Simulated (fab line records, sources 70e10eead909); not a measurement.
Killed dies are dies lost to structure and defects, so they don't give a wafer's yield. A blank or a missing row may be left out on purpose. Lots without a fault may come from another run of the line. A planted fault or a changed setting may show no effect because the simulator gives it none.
Chamber matching | flow nand_harc | NHARC_A_CHANNEL_FILL_D2_ALD_02 on ald_hk-04: 4 sister chambers
The step deposits SiO2, target thk 6 nm, pulse time 10 s, ald cycles 60. 8 wafers are shown with their chamber, then 9 later ones without.

WAFERS WITH THEIR CHAMBER
wafer  | chamber | heater_power_w (W) | precursor_pulse_height_rel
L103.1 | 0       | 510                | 0.971
L102.5 | 3       | 522                | 1.035
L102.6 | 2       | 535                | 0.990
L111.5 | 0       | 462                | 1.017
L111.6 | 1       | 529                | 1.005
L117.1 | 1       | 531                | 0.973
L117.4 | 3       | 548                | 1.005
L117.6 | 2       | 548                | 1.056

WAFERS WITHOUT THEIR CHAMBER
wafer  | heater_power_w (W) | precursor_pulse_height_rel
L118.3 | 469                | 0.969
L118.4 | 551                | 0.984
L118.5 | 510                | 1.019
L120.2 | 548                | 0.996
L120.4 | 503                | 1.026
L120.6 | 526                | 1.009
L121.4 | 480                | 0.979
L121.5 | 554                | 0.996
L121.6 | 480                | 1.017

WHICH CHAMBER EACH WENT THROUGH
wafer  | from the rows above               | in truth
L118.3 | can't be placed: 0 or 1           | 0
L118.4 | can't be placed: 1 or 2 or 3      | 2
L118.5 | can't be placed: 3 or 1 or 0 or 2 | 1
L120.2 | can't be placed: 2 or 1 or 3      | 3
L120.4 | can't be placed: 0 or 3 or 1 or 2 | 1
L120.6 | can't be placed: 3 or 1 or 2 or 0 | 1
L121.4 | can't be placed: 0 or 1           | 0
L121.5 | can't be placed: 2 or 3 or 1      | 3
L121.6 | can't be placed: 0 or 1           | 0
Placed correctly: 0 of 9. Can't be placed from these rows: 9 (the true chamber is among the candidates in 9). Placed wrongly: 0.
How it was worked out, from the rows above alone: a wafer's distance from a chamber is the root of the sum, over the readings, of the square of ((its reading less the chamber's mean) divided by the reading's scatter). The wafer belongs to the nearest chamber; if the next one is less than 2 further off, it can't be placed. A chamber's mean is the mean of its shown wafers. The scatter: the root of (the sum of the squares of (reading less its chamber's mean) over the shown wafers, divided by (wafers less chambers)).
